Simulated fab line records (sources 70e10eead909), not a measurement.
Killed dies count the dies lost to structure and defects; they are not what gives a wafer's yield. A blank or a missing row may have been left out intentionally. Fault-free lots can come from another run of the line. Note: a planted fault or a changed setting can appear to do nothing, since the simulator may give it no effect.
fab line records / flow nandHarc
record lots=5 wafers=15 lastDay=32
route steps=1302 shown P_M2@330
lots with no fault: from the same line, run without faults
startH: the number of hours between the record's first day and the start of the first shown wafer of the lot / waitH: hours from the lot's prior step to this one / " identical to the entry in the row above / L1.1+2: a row that stands for several wafers / - no value, or no start was given / * or withheld: withheld / < > ~ a bound
route shown NAME@n: NAME is a module with steps in the file, n the number in the route of the first one / usual: average and standard deviation across the fault-free wafers / same: alike in all rows / chamber/n: place in a boat / sites: the reading at each site / _std_site: their standard deviation / _edge_site: outer sites' mean less inner sites' / radiusMm: for every site, how far away it sits from the centre of the wafer / mask NAME#n: copy n / behind: tool/chamber where the wafer was last shaped / hold: the reason the lot was held/the length of the hold in hours/how it ended / device: transistor that didn't switch, given as n, p or np / end of line: tests run on the same wafers once the route is complete / a step without rows: its recipe alone / killed: at the first sort, the dies lost to defects and structure; wafer yield is something else / map: shows each die of a wafer: x if killed, . if not, _ if none is there
set.NAME: the setting that was run; set.NAME@STEP: the one run at that earlier step / model.NAME: the simulator's own value behind a step, which no gauge read
lots at some steps of the route; a table a step, a row a wafer
services: from which hour (startH, from the record's first day; less than 0 if before it) a tool's chamber was out of use, for how many hours, and why
## steps
# step NHARC_P_M2_INSPECT_11
# usual rawDefectCount=5/3
lot.wafer=L397.1 tool=defectInspect-01 chamber=- startH=131.08 waitH=0.0 rawDefectCount=1
lot.wafer=L397.4 tool=defectInspect-01 chamber=- startH=131.08 waitH=0.0 rawDefectCount=1
lot.wafer=L397.5 tool=defectInspect-01 chamber=- startH=131.08 waitH=0.0 rawDefectCount=3
lot.wafer=L400.2 tool=defectInspect-02 chamber=- startH=157.73 waitH=0.0 rawDefectCount=5
lot.wafer=L400.3 tool=defectInspect-02 chamber=- startH=157.73 waitH=0.0 rawDefectCount=11
lot.wafer=L400.4 tool=defectInspect-02 chamber=- startH=157.73 waitH=0.0 rawDefectCount=4
lot.wafer=L413.3 tool=defectInspect-02 chamber=- startH=292.54 waitH=0.0 rawDefectCount=2
lot.wafer=L413.4 tool=defectInspect-02 chamber=- startH=292.54 waitH=0.0 rawDefectCount=4
lot.wafer=L413.6 tool=defectInspect-02 chamber=- startH=292.54 waitH=0.0 rawDefectCount=5
lot.wafer=L416.2 tool=defectInspect-01 chamber=- startH=321.24 waitH=0.0 rawDefectCount=2
lot.wafer=L416.5 tool=defectInspect-01 chamber=- startH=321.24 waitH=0.0 rawDefectCount=4
lot.wafer=L416.6 tool=defectInspect-01 chamber=- startH=321.24 waitH=0.0 rawDefectCount=2
lot.wafer=L418.2 tool=defectInspect-01 chamber=- startH=343.17 waitH=0.0 rawDefectCount=6
lot.wafer=L418.3 tool=defectInspect-01 chamber=- startH=343.17 waitH=0.0 rawDefectCount=5
lot.wafer=L418.6 tool=defectInspect-01 chamber=- startH=343.17 waitH=0.0 rawDefectCount=3
# step NHARC_P_M2_DESCUM_14
# recipe timeS=3 o2FlowSccm=200 arFlowSccm=0 biasPowerW=0 chemistry=O2
# usual chamberPressureMTorr=60.00/0.059 drypumpMotorCurrentA=5.9/0.58 oesProductAu=0.999/0.0094 rfVppV=57.9/0.82 showerheadPlenumPTorr=1.94/0.066 throttleValvePct=11.312/0.0089
lot.wafer=L397.4 tool=rieDiel-08 chamber=0 startH=131.15 waitH=0.1 chamberPressureMTorr=59.96 drypumpMotorCurrentA=6.3 oesProductAu=1.008 rfHoursCounterH=6.6 rfVppV=56.8 showerheadPlenumPTorr=1.87 throttleValvePct=11.287
lot.wafer=L397.1 tool=rieDiel-08 chamber=2 startH=131.15 waitH=0.1 chamberPressureMTorr=59.97 drypumpMotorCurrentA=5.8 oesProductAu=1.012 rfHoursCounterH=5.5 rfVppV=57.6 showerheadPlenumPTorr=2.04 throttleValvePct=11.328
lot.wafer=L397.5 tool=rieDiel-08 chamber=0 startH=131.15 waitH=0.1 chamberPressureMTorr=60.01 drypumpMotorCurrentA=6.3 oesProductAu=1.006 rfHoursCounterH=- rfVppV=58.5 showerheadPlenumPTorr=1.87 throttleValvePct=11.330
lot.wafer=L400.3 tool=rieDiel-01 chamber=1 startH=157.79 waitH=0.1 chamberPressureMTorr=59.96 drypumpMotorCurrentA=5.4 oesProductAu=1.008 rfHoursCounterH=3.7 rfVppV=56.8 showerheadPlenumPTorr=2.05 throttleValvePct=11.324
lot.wafer=L400.2 tool=rieDiel-01 chamber=2 startH=157.79 waitH=0.1 chamberPressureMTorr=59.97 drypumpMotorCurrentA=6.8 oesProductAu=0.993 rfHoursCounterH=4.9 rfVppV=57.8 showerheadPlenumPTorr=1.91 throttleValvePct=11.331
lot.wafer=L400.4 tool=rieDiel-01 chamber=3 startH=157.79 waitH=0.1 chamberPressureMTorr=60.10 drypumpMotorCurrentA=5.6 oesProductAu=1.009 rfHoursCounterH=4.1 rfVppV=56.9 showerheadPlenumPTorr=1.98 throttleValvePct=11.304
lot.wafer=L413.3 tool=rieDiel-01 chamber=2 startH=292.60 waitH=0.1 chamberPressureMTorr=60.10 drypumpMotorCurrentA=6.8 oesProductAu=1.000 rfHoursCounterH=5.2 rfVppV=57.8 showerheadPlenumPTorr=1.91 throttleValvePct=11.298
lot.wafer=L413.4 tool=rieDiel-01 chamber=3 startH=292.60 waitH=0.1 chamberPressureMTorr=60.05 drypumpMotorCurrentA=5.6 oesProductAu=1.020 rfHoursCounterH=4.8 rfVppV=58.9 showerheadPlenumPTorr=1.98 throttleValvePct=11.317
lot.wafer=L413.6 tool=rieDiel-01 chamber=2 startH=292.60 waitH=0.1 chamberPressureMTorr=59.95 drypumpMotorCurrentA=6.8 oesProductAu=1.006 rfHoursCounterH=- rfVppV=57.8 showerheadPlenumPTorr=1.91 throttleValvePct=11.313
lot.wafer=L416.2 tool=rieDiel-08 chamber=3 startH=321.32 waitH=0.1 chamberPressureMTorr=60.09 drypumpMotorCurrentA=6.6 oesProductAu=1.012 rfHoursCounterH=7.4 rfVppV=58.0 showerheadPlenumPTorr=1.86 throttleValvePct=11.319
lot.wafer=L416.5 tool=rieDiel-08 chamber=1 startH=321.32 waitH=0.1 chamberPressureMTorr=60.03 drypumpMotorCurrentA=5.4 oesProductAu=0.989 rfHoursCounterH=- rfVppV=57.9 showerheadPlenumPTorr=1.91 throttleValvePct=11.308
lot.wafer=L416.6 tool=rieDiel-08 chamber=2 startH=321.32 waitH=0.1 chamberPressureMTorr=60.04 drypumpMotorCurrentA=5.8 oesProductAu=0.998 rfHoursCounterH=- rfVppV=59.0 showerheadPlenumPTorr=2.04 throttleValvePct=11.314
lot.wafer=L418.3 tool=rieDiel-01 chamber=2 startH=343.24 waitH=0.1 chamberPressureMTorr=60.04 drypumpMotorCurrentA=6.8 oesProductAu=0.987 rfHoursCounterH=7.7 rfVppV=58.9 showerheadPlenumPTorr=1.91 throttleValvePct=11.317
lot.wafer=L418.2 tool=rieDiel-01 chamber=0 startH=343.24 waitH=0.1 chamberPressureMTorr=59.94 drypumpMotorCurrentA=5.9 oesProductAu=1.001 rfHoursCounterH=6.1 rfVppV=58.0 showerheadPlenumPTorr=1.81 throttleValvePct=11.310
lot.wafer=L418.6 tool=rieDiel-01 chamber=2 startH=343.24 waitH=0.1 chamberPressureMTorr=60.00 drypumpMotorCurrentA=6.8 oesProductAu=0.986 rfHoursCounterH=- rfVppV=55.7 showerheadPlenumPTorr=1.91 throttleValvePct=11.310
# step NHARC_P_M2_ETCH_35
# recipe targetDepthA=400 overetchA=120 timeS=43.94 ionEnergyEv=200 n2FlowSccm=150 h2FlowSccm=150 arFlowSccm=0 rfW=400 biasW=150 chemistry=N2/H2
# usual chamberPressureMTorr=30.004/0.027 drypumpMotorCurrentA=5.9/0.56 oesProductAu=0.998/0.0093 rfFwdPowerW=394.8/1.7 rfVppV=431.2/2.2 showerheadPlenumPTorr=2.07/0.073 throttleValvePct=14.172/0.0092
lot.wafer=L397.4 tool=rieDiel-08 chamber=0 startH=131.22 waitH=0.1 chamberPressureMTorr=29.969 drypumpMotorCurrentA=6.3 oesProductAu=1.004 rfFwdPowerW=398.0 rfHoursCounterH=6.6 rfVppV=428.0 showerheadPlenumPTorr=1.99 throttleValvePct=14.166
lot.wafer=L397.1 tool=rieDiel-08 chamber=2 startH=131.22 waitH=0.1 chamberPressureMTorr=29.991 drypumpMotorCurrentA=5.8 oesProductAu=1.010 rfFwdPowerW=394.4 rfHoursCounterH=5.5 rfVppV=434.1 showerheadPlenumPTorr=2.18 throttleValvePct=14.167
lot.wafer=L397.5 tool=rieDiel-08 chamber=1 startH=131.22 waitH=0.1 chamberPressureMTorr=29.985 drypumpMotorCurrentA=5.4 oesProductAu=0.987 rfFwdPowerW=392.8 rfHoursCounterH=- rfVppV=430.2 showerheadPlenumPTorr=2.04 throttleValvePct=14.163
lot.wafer=L400.2 tool=rieDiel-01 chamber=2 startH=158.34 waitH=0.5 chamberPressureMTorr=30.042 drypumpMotorCurrentA=6.8 oesProductAu=0.990 rfFwdPowerW=396.7 rfHoursCounterH=4.9 rfVppV=430.5 showerheadPlenumPTorr=2.04 throttleValvePct=14.172
lot.wafer=L400.4 tool=rieDiel-01 chamber=3 startH=158.34 waitH=0.5 chamberPressureMTorr=30.063 drypumpMotorCurrentA=5.6 oesProductAu=0.987 rfFwdPowerW=395.6 rfHoursCounterH=4.1 rfVppV=433.2 showerheadPlenumPTorr=2.12 throttleValvePct=14.169
lot.wafer=L400.3 tool=rieDiel-01 chamber=1 startH=158.34 waitH=0.5 chamberPressureMTorr=29.990 drypumpMotorCurrentA=5.4 oesProductAu=0.998 rfFwdPowerW=394.2 rfHoursCounterH=3.7 rfVppV=433.9 showerheadPlenumPTorr=2.18 throttleValvePct=14.163
lot.wafer=L413.3 tool=rieDiel-01 chamber=2 startH=292.69 waitH=0.1 chamberPressureMTorr=30.000 drypumpMotorCurrentA=6.7 oesProductAu=0.991 rfFwdPowerW=395.9 rfHoursCounterH=5.2 rfVppV=430.7 showerheadPlenumPTorr=2.03 throttleValvePct=14.167
lot.wafer=L413.4 tool=rieDiel-01 chamber=3 startH=292.69 waitH=0.1 chamberPressureMTorr=30.021 drypumpMotorCurrentA=5.6 oesProductAu=1.006 rfFwdPowerW=392.8 rfHoursCounterH=4.8 rfVppV=433.1 showerheadPlenumPTorr=2.12 throttleValvePct=14.171
lot.wafer=L413.6 tool=rieDiel-01 chamber=0 startH=292.69 waitH=0.1 chamberPressureMTorr=30.019 drypumpMotorCurrentA=5.8 oesProductAu=0.994 rfFwdPowerW=394.8 rfHoursCounterH=- rfVppV=426.5 showerheadPlenumPTorr=1.93 throttleValvePct=14.175
lot.wafer=L416.2 tool=rieDiel-08 chamber=1 startH=321.38 waitH=0.1 chamberPressureMTorr=30.042 drypumpMotorCurrentA=5.4 oesProductAu=0.993 rfFwdPowerW=393.4 rfHoursCounterH=6.0 rfVppV=430.0 showerheadPlenumPTorr=2.03 throttleValvePct=14.159
lot.wafer=L416.6 tool=rieDiel-08 chamber=1 startH=321.38 waitH=0.1 chamberPressureMTorr=29.958 drypumpMotorCurrentA=5.4 oesProductAu=0.984 rfFwdPowerW=394.1 rfHoursCounterH=- rfVppV=430.7 showerheadPlenumPTorr=2.03 throttleValvePct=14.180
lot.wafer=L416.5 tool=rieDiel-08 chamber=2 startH=321.38 waitH=0.1 chamberPressureMTorr=29.967 drypumpMotorCurrentA=5.8 oesProductAu=0.988 rfFwdPowerW=390.8 rfHoursCounterH=- rfVppV=435.3 showerheadPlenumPTorr=2.18 throttleValvePct=14.156
lot.wafer=L418.2 tool=rieDiel-01 chamber=3 startH=343.45 waitH=0.2 chamberPressureMTorr=29.987 drypumpMotorCurrentA=5.6 oesProductAu=1.002 rfFwdPowerW=395.1 rfHoursCounterH=8.1 rfVppV=432.8 showerheadPlenumPTorr=2.11 throttleValvePct=14.177
lot.wafer=L418.3 tool=rieDiel-01 chamber=1 startH=343.45 waitH=0.2 chamberPressureMTorr=30.015 drypumpMotorCurrentA=5.4 oesProductAu=0.989 rfFwdPowerW=391.8 rfHoursCounterH=6.5 rfVppV=434.9 showerheadPlenumPTorr=2.18 throttleValvePct=14.171
lot.wafer=L418.6 tool=rieDiel-01 chamber=2 startH=343.45 waitH=0.2 chamberPressureMTorr=30.010 drypumpMotorCurrentA=6.8 oesProductAu=0.993 rfFwdPowerW=396.3 rfHoursCounterH=- rfVppV=430.7 showerheadPlenumPTorr=2.03 throttleValvePct=14.176
# step NHARC_P_M2_ETCH_15
# recipe targetDepthA=1825 timeS=91.2 c4f8FlowSccm=withheld arFlowSccm=400 rfW=600 biasW=300 chemistry=C4F8/Ar
# step NHARC_P_M2_CD_MEAS_16
# usual cdNm=170.2/0.78
lot.wafer=L397.1 tool=cdSem-01 chamber=- startH=131.44 waitH=- cdNm=168.2
lot.wafer=L397.4 tool=cdSem-01 chamber=- startH=131.44 waitH=- cdNm=169.5
lot.wafer=L397.5 tool=cdSem-01 chamber=- startH=131.44 waitH=- cdNm=170.7
lot.wafer=L400.2 tool=cdSem-02 chamber=- startH=158.56 waitH=- cdNm=170.6
lot.wafer=L400.3 tool=cdSem-02 chamber=- startH=158.56 waitH=- cdNm=169.9
lot.wafer=L400.4 tool=cdSem-02 chamber=- startH=158.56 waitH=- cdNm=170.3
lot.wafer=L413.3 tool=cdSem-01 chamber=- startH=292.91 waitH=- cdNm=170.2
lot.wafer=L413.4 tool=cdSem-01 chamber=- startH=292.91 waitH=- cdNm=171.7
lot.wafer=L413.6 tool=cdSem-01 chamber=- startH=292.91 waitH=- cdNm=170.2
lot.wafer=L416.2 tool=cdSem-03 chamber=- startH=322.09 waitH=- cdNm=169.9
lot.wafer=L416.5 tool=cdSem-03 chamber=- startH=322.09 waitH=- cdNm=170.5
lot.wafer=L416.6 tool=cdSem-03 chamber=- startH=322.09 waitH=- cdNm=171.4
lot.wafer=L418.2 tool=cdSem-02 chamber=- startH=343.66 waitH=- cdNm=170.4
lot.wafer=L418.3 tool=cdSem-02 chamber=- startH=343.66 waitH=- cdNm=171.6
lot.wafer=L418.6 tool=cdSem-02 chamber=- startH=343.66 waitH=- cdNm=171.8
# step NHARC_P_M2_STRIP_18
# recipe powerW=1000 n2FlowSccm=150 h2FlowSccm=150 arFlowSccm=0 biasW=0 chemistry=N2/H2
# step NHARC_P_M2_ETCH_28
# recipe targetDepthA=300 overEtchFrac=0.3 timeS=72.99 ionEnergyEv=150 cf4FlowSccm=50 n2FlowSccm=100 arFlowSccm=150 rfW=300 biasW=100 chemistry=CF4/N2
# step NHARC_P_M2_STRIP_19
# recipe timeS=600 tempC=30 chemistry=postEtchResidueRemover
# step NHARC_P_M2_DEGAS_29
# recipe tempC=250 timeS=60
# usual heaterPowerW=332/45
lot.wafer=L397.4 tool=pvdSputter-01 chamber=- startH=132.21 waitH=- heaterPowerW=253
lot.wafer=L397.1 tool=pvdSputter-01 chamber=- startH=132.21 waitH=- heaterPowerW=298
lot.wafer=L397.5 tool=pvdSputter-01 chamber=- startH=132.21 waitH=- heaterPowerW=395
lot.wafer=L400.4 tool=pvdSputter-02 chamber=- startH=159.28 waitH=- heaterPowerW=330
lot.wafer=L400.3 tool=pvdSputter-02 chamber=- startH=159.28 waitH=- heaterPowerW=319
lot.wafer=L400.2 tool=pvdSputter-02 chamber=- startH=159.28 waitH=- heaterPowerW=366
lot.wafer=L413.4 tool=pvdSputter-01 chamber=- startH=293.61 waitH=- heaterPowerW=373
lot.wafer=L413.3 tool=pvdSputter-01 chamber=- startH=293.61 waitH=- heaterPowerW=325
lot.wafer=L413.6 tool=pvdSputter-01 chamber=- startH=293.61 waitH=- heaterPowerW=262
lot.wafer=L416.2 tool=pvdSputter-03 chamber=- startH=322.89 waitH=- heaterPowerW=315
lot.wafer=L416.5 tool=pvdSputter-03 chamber=- startH=322.89 waitH=- heaterPowerW=384
lot.wafer=L416.6 tool=pvdSputter-03 chamber=- startH=322.89 waitH=- heaterPowerW=319
lot.wafer=L418.2 tool=pvdSputter-01 chamber=- startH=344.38 waitH=- heaterPowerW=265
lot.wafer=L418.3 tool=pvdSputter-01 chamber=- startH=344.38 waitH=- heaterPowerW=300
lot.wafer=L418.6 tool=pvdSputter-01 chamber=- startH=344.38 waitH=- heaterPowerW=380
# step NHARC_P_M2_PRE_CLEAN_30
# recipe timeS=30 tempC=280 gas=H2/He
# step NHARC_P_M2_PVD_20
# recipe targetThkA=50 biasV=168.6 powerW=15000 chamberPressurePa=0.12 timeS=8.06 substrateTempC=50 material=TaN
# step NHARC_P_M2_PVD_21
# recipe targetThkA=300 chamberPressurePa=5 powerW=5000 substrateTempC=30 timeS=20.49 material=Cu
# usual throttleValvePct=30.4/0.7
lot.wafer=L397.4 tool=pvdSputter-01 chamber=- startH=- waitH=- throttleValvePct=30.7
lot.wafer=L397.1 tool=pvdSputter-01 chamber=- startH=- waitH=- throttleValvePct=30.0
lot.wafer=L397.5 tool=pvdSputter-01 chamber=- startH=- waitH=- throttleValvePct=31.0
lot.wafer=L400.2 tool=pvdSputter-02 chamber=- startH=- waitH=- throttleValvePct=30.8
lot.wafer=L400.4 tool=pvdSputter-02 chamber=- startH=- waitH=- throttleValvePct=31.8
lot.wafer=L400.3 tool=pvdSputter-02 chamber=- startH=- waitH=- throttleValvePct=29.0
lot.wafer=L413.4 tool=pvdSputter-01 chamber=- startH=- waitH=- throttleValvePct=31.3
lot.wafer=L413.3 tool=pvdSputter-01 chamber=- startH=- waitH=- throttleValvePct=29.9
lot.wafer=L413.6 tool=pvdSputter-01 chamber=- startH=- waitH=- throttleValvePct=31.0
lot.wafer=L416.2 tool=pvdSputter-03 chamber=- startH=- waitH=- throttleValvePct=30.1
lot.wafer=L416.6 tool=pvdSputter-03 chamber=- startH=- waitH=- throttleValvePct=29.9
lot.wafer=L416.5 tool=pvdSputter-03 chamber=- startH=- waitH=- throttleValvePct=30.2
lot.wafer=L418.2 tool=pvdSputter-01 chamber=- startH=- waitH=- throttleValvePct=30.5
lot.wafer=L418.3 tool=pvdSputter-01 chamber=- startH=- waitH=- throttleValvePct=29.9
lot.wafer=L418.6 tool=pvdSputter-01 chamber=- startH=- waitH=- throttleValvePct=31.3
# step NHARC_P_M2_ECD_22
# recipe targetThkA=4000 bathTempC=25 material=Cu
# usual bathTempC=25.01/0.1
lot.wafer=L397.1 tool=ecdCu-02 chamber=1 startH=132.62 waitH=- bathTempC=25.01
lot.wafer=L397.4 tool=ecdCu-02 chamber=1 startH=132.62 waitH=- bathTempC=24.91
lot.wafer=L397.5 tool=ecdCu-02 chamber=0 startH=132.62 waitH=- bathTempC=24.88
lot.wafer=L400.2 tool=ecdCu-01 chamber=0 startH=159.69 waitH=- bathTempC=25.00
lot.wafer=L400.3 tool=ecdCu-01 chamber=1 startH=159.69 waitH=- bathTempC=25.09
lot.wafer=L400.4 tool=ecdCu-01 chamber=0 startH=159.69 waitH=- bathTempC=25.13
lot.wafer=L413.3 tool=ecdCu-01 chamber=1 startH=294.08 waitH=- bathTempC=24.96
lot.wafer=L413.4 tool=ecdCu-01 chamber=0 startH=294.08 waitH=- bathTempC=24.91
lot.wafer=L413.6 tool=ecdCu-01 chamber=1 startH=294.08 waitH=- bathTempC=25.10
lot.wafer=L416.2 tool=ecdCu-02 chamber=0 startH=323.29 waitH=- bathTempC=25.07
lot.wafer=L416.5 tool=ecdCu-02 chamber=1 startH=323.29 waitH=- bathTempC=25.18
lot.wafer=L416.6 tool=ecdCu-02 chamber=0 startH=323.29 waitH=- bathTempC=25.04
lot.wafer=L418.2 tool=ecdCu-02 chamber=0 startH=344.78 waitH=- bathTempC=24.99
lot.wafer=L418.3 tool=ecdCu-02 chamber=0 startH=344.78 waitH=- bathTempC=24.92
lot.wafer=L418.6 tool=ecdCu-02 chamber=0 startH=344.78 waitH=- bathTempC=24.92
# step NHARC_P_M2_ANNEAL_31
# recipe tempC=225 timeS=90
# usual wafer_temp_C_max=226.3/0.47
lot.wafer=L397.1 tool=rtpAnneal-01 chamber=0 startH=132.95 waitH=- wafer_temp_C_max=226.4
lot.wafer=L397.4 tool=rtpAnneal-01 chamber=0 startH=132.95 waitH=- wafer_temp_C_max=226.4
lot.wafer=L397.5 tool=rtpAnneal-01 chamber=0 startH=132.95 waitH=- wafer_temp_C_max=226.2
lot.wafer=L400.2 tool=rtpAnneal-02 chamber=0 startH=160.07 waitH=- wafer_temp_C_max=227.2
lot.wafer=L400.3 tool=rtpAnneal-02 chamber=0 startH=160.07 waitH=- wafer_temp_C_max=227.5
lot.wafer=L400.4 tool=rtpAnneal-02 chamber=0 startH=160.07 waitH=- wafer_temp_C_max=226.7
lot.wafer=L413.3 tool=rtpAnneal-01 chamber=0 startH=294.46 waitH=- wafer_temp_C_max=226.4
lot.wafer=L413.4 tool=rtpAnneal-01 chamber=0 startH=294.46 waitH=- wafer_temp_C_max=226.2
lot.wafer=L413.6 tool=rtpAnneal-01 chamber=0 startH=294.46 waitH=- wafer_temp_C_max=226.1
lot.wafer=L416.2 tool=rtpAnneal-02 chamber=0 startH=323.67 waitH=- wafer_temp_C_max=226.7
lot.wafer=L416.5 tool=rtpAnneal-02 chamber=0 startH=323.67 waitH=- wafer_temp_C_max=227.3
lot.wafer=L416.6 tool=rtpAnneal-02 chamber=0 startH=323.67 waitH=- wafer_temp_C_max=226.9
lot.wafer=L418.2 tool=rtpAnneal-01 chamber=0 startH=345.16 waitH=0.3 wafer_temp_C_max=226.3
lot.wafer=L418.3 tool=rtpAnneal-01 chamber=0 startH=345.16 waitH=0.3 wafer_temp_C_max=225.7
lot.wafer=L418.6 tool=rtpAnneal-01 chamber=0 startH=345.16 waitH=0.3 wafer_temp_C_max=225.9
# step NHARC_P_M2_CMP_23
# recipe tOverpolishS=20 targetThkNm=144.3
# usual motorCurrentA=12.1/1 timeToEndpointS=28.5/2.6
# same tOverpolishS=20
lot.wafer=L397.4 tool=cmp-02 chamber=2 startH=133.35 waitH=- motorCurrentA=11.4 timeToEndpointS=27.5
lot.wafer=L397.1 tool=cmp-02 chamber=3 startH=133.35 waitH=- motorCurrentA=10.5 timeToEndpointS=29.5
lot.wafer=L397.5 tool=cmp-02 chamber=1 startH=133.35 waitH=- motorCurrentA=12.0 timeToEndpointS=24.0
lot.wafer=L400.2 tool=cmp-01 chamber=1 startH=160.36 waitH=- motorCurrentA=12.8 timeToEndpointS=25.8
lot.wafer=L400.3 tool=cmp-01 chamber=2 startH=160.36 waitH=- motorCurrentA=10.4 timeToEndpointS=29.1
lot.wafer=L400.4 tool=cmp-01 chamber=3 startH=160.36 waitH=- motorCurrentA=12.0 timeToEndpointS=28.3
lot.wafer=L413.3 tool=cmp-04 chamber=3 startH=294.75 waitH=- motorCurrentA=11.3 timeToEndpointS=27.3
lot.wafer=L413.4 tool=cmp-04 chamber=0 startH=294.75 waitH=- motorCurrentA=12.6 timeToEndpointS=16.9
lot.wafer=L413.6 tool=cmp-04 chamber=2 startH=294.75 waitH=- motorCurrentA=13.4 timeToEndpointS=31.4
lot.wafer=L416.2 tool=cmp-01 chamber=2 startH=324.02 waitH=- motorCurrentA=10.4 timeToEndpointS=28.5
lot.wafer=L416.5 tool=cmp-01 chamber=0 startH=324.02 waitH=- motorCurrentA=12.3 timeToEndpointS=27.0
lot.wafer=L416.6 tool=cmp-01 chamber=1 startH=324.02 waitH=- motorCurrentA=12.4 timeToEndpointS=28.3
lot.wafer=L418.3 tool=cmp-01 chamber=0 startH=345.48 waitH=- motorCurrentA=12.4 timeToEndpointS=28.4
lot.wafer=L418.2 tool=cmp-01 chamber=2 startH=345.48 waitH=- motorCurrentA=10.7 timeToEndpointS=27.4
lot.wafer=L418.6 tool=cmp-01 chamber=3 startH=345.48 waitH=- motorCurrentA=11.5 timeToEndpointS=29.5
## services
tool=ecdCu-02 chamber=- startH=115.44 hours=0.3 kind=repair
tool=rieDiel-01 chamber=3 startH=115.58 hours=10.5 kind=repair
tool=pvdSputter-03 chamber=- startH=124.06 hours=1.2 kind=repair
tool=cmp-01 chamber=- startH=177.32 hours=0.2 kind=repair
tool=rieDiel-08 chamber=- startH=184.75 hours=0.2 kind=repair
tool=cmp-01 chamber=- startH=185.50 hours=4.0 kind=pm
tool=rieDiel-08 chamber=- startH=190.94 hours=9.0 kind=pm
tool=cmp-01 chamber=- startH=195.78 hours=0.4 kind=repair
tool=rieDiel-01 chamber=- startH=203.80 hours=9.0 kind=pm
tool=cmp-01 chamber=- startH=217.69 hours=1.0 kind=repair
tool=pvdSputter-01 chamber=- startH=226.07 hours=10.0 kind=pm
tool=rieDiel-01 chamber=1 startH=245.66 hours=4.3 kind=repair
tool=ecdCu-02 chamber=- startH=246.98 hours=8.0 kind=pm
tool=rieDiel-08 chamber=- startH=248.43 hours=4.3 kind=repair
tool=pvdSputter-01 chamber=- startH=264.00 hours=16.4 kind=repair
tool=cmp-01 chamber=- startH=272.90 hours=2.1 kind=repair
tool=cmp-01 chamber=- startH=283.50 hours=4.0 kind=pm
tool=ecdCu-02 chamber=- startH=286.83 hours=1.0 kind=repair
tool=rieDiel-08 chamber=0 startH=295.66 hours=2.7 kind=repair
tool=rieDiel-08 chamber=1 startH=308.39 hours=10.7 kind=repair
tool=rieDiel-01 chamber=2 startH=318.71 hours=13.5 kind=repair
tool=cmp-01 chamber=- startH=319.64 hours=1.3 kind=repair
tool=ecdCu-02 chamber=- startH=330.54 hours=2.3 kind=repair
tool=pvdSputter-01 chamber=- startH=338.25 hours=3.5 kind=repair
## key
firstSign step=NHARC_P_M2_CMP_23 reading=timeToEndpointS direction=down sigmas=4.5 usual=* struck=*
effect none on later readings
metAt NHARC_P_M2_ECD_22
struckWafers L413.4
laterRowsLeftOut L413.4
sortLeftOut L413.4
onsetBetween 159.69 294.08
fault kind=processParameterDrift tool=ecdCu-01 chamber=0 onsetH=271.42 steps=NHARC_P_M2_ECD_22 channel=targetThkA offset=* shape=step actsIn=* stated=*
# sortLeftOut: the simulated sort isn't trusted on such a fault, so these wafers' sort isn't shown, and their yield isn't known
# laterRowsLeftOut: the simulator's readings of these wafers behind a module that went badly wrong aren't trusted and aren't shown, but for the sort
